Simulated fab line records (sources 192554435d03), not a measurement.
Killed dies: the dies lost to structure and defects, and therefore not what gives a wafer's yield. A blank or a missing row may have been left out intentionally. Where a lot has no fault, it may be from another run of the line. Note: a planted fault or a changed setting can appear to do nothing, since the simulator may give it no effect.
Lot-split experiment ; flow n5-finfet ; route with 1938 steps; 7 lots, 21 wafers read

THE SPLIT ITSELF
At N5_MOL_CONTACT_COAG_ETCHBACK_135 (etches SiO2 in CHF3, target depth 25 nm, time 16.7 s), the setting time-s was moved away from the recipe's 16.7 s on 9 of the 21 wafers read, by -19.1% to +20.6%. For the rest of the wafers, this setting stayed at what the recipe calls for.

The reading is taken at the split's own step.

THE READING
SOC_of_MOL_CONTACT_COAG_COAT_75.thk-nm (the simulator's own value, which no gauge read), in nm, at N5_MOL_CONTACT_COAG_ETCHBACK_135 (etches SiO2 in CHF3, target depth 25 nm, time 16.7 s). The file does not state a usual value for it. Here, 12 wafers ran the recipe; their average is 57.4 nm with a standard deviation of 0.16 nm.

wafer;tool, chamber at the split;time-s as run, s;against the recipe;SOC_of_MOL_CONTACT_COAG_COAT_75.thk-nm, nm;against lot-mates on the recipe
L074.1;rie-diel-03, 2;16.7;recipe;57.2;-
L074.4;rie-diel-03, 3;13.86;-17.0%;57.8;+0.6
L074.5;rie-diel-03, 3;13.86;-17.0%;57.8;+0.6
L080.2;rie-diel-05, 2,0;18.75;+12.3%;57.2;-0.4
L080.3;rie-diel-05, 2,0;18.75;+12.3%;57.2;-0.4
L080.6;rie-diel-05, 3;16.7;recipe;57.6;-
L088.1;rie-diel-05, 0,2;13.51;-19.1%;57.8;+0.6
L088.4;rie-diel-05, 0,2;13.51;-19.1%;57.8;+0.6
L088.3;rie-diel-05, 2;16.7;recipe;57.2;-
L089.2;rie-diel-03, 3;16.7;recipe;57.4;-
L089.4;rie-diel-03, 1;16.7;recipe;57.6;-
L089.5;rie-diel-03, 2;15.3;-8.4%;57.8;+0.3
L090.1;rie-diel-02, 3;16.7;recipe;57.4;-
L090.6;rie-diel-02, 3;16.7;recipe;57.4;-
L090.4;rie-diel-02, 1;16.7;recipe;57.6;-
L091.1;rie-diel-05, 2;16.7;recipe;57.2;-
L091.2;rie-diel-05, 1;16.7;recipe;57.4;-
L091.4;rie-diel-05, 3;16.7;recipe;57.6;-
L095.2;rie-diel-02, 0;20.14;+20.6%;57;-0.6
L095.4;rie-diel-02, 2;20.14;+20.6%;56.8;-0.8
L095.5;rie-diel-02, 1;16.7;recipe;57.6;-
When a row names more than one chamber, that row covers several wafers, and the file does not tell which wafer ran in which chamber.

FIT RESULTS
A straight line over all 21 wafers: SOC_of_MOL_CONTACT_COAG_COAT_75.thk-nm changes by -0.0227 nm for each +1% of time-s; r = -0.88; the points scatter about the line by 0.14 nm.
The same after taking each lot's own level away (the mean of its wafers on the recipe; 21 wafers): -0.0334 nm for each +1%; r = -0.97; scatter 0.09 nm.
The reading moves by 0.69 nm for the largest change in time-s, on that fit.
The span of the lots' own levels, 57.20 to 57.60 nm, comes to 2.5 times the standard deviation stated above.
In other words, the slope is changed by the lot-to-lot level; the two fits disagree.
Check: for one of the wafers moved furthest among these (+20.6%), held out of the fit, the line's prediction against its lot-mates is -0.714 nm. It came out at -0.6 nm against them.

FURTHER SPLITS ON THESE WAFERS
Note: prior to the reading, these wafers also went through further splits. Each is held against what the fit with the lots' levels taken away leaves over:
other split on the same wafers;wafers away from the commonest value;r with SOC_of_MOL_CONTACT_COAG_COAT_75.thk-nm (lot level and that fit taken away)
N5_ZERO_LAYER_PECVD_02 time-s;9;-0.26
N5_PMOS_HMC_CHANNEL_EPI_PEB_07 peb-time-s;8;-0.06
N5_PMOS_HMC_CHANNEL_EPI_DEVELOP_08 develop-time-s;11;-0.09
N5_DUMMY_GATE_COAT_34 spin-rpm;4;+0.00
N5_SD_EPI_N_PEB_07 peb-time-s;6;+0.06
N5_SD_EPI_N_ETCH_45 target-depth-a;8;-0.04
N5_MOL_CONTACT_COAG_PECVD_31 temp-c;6;+0.27

THE FILE'S OWN FIT
SOC_of_MOL_CONTACT_COAG_COAT_75.thk-nm changes by -0.0335 nm for each +1% of time-s, r = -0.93.
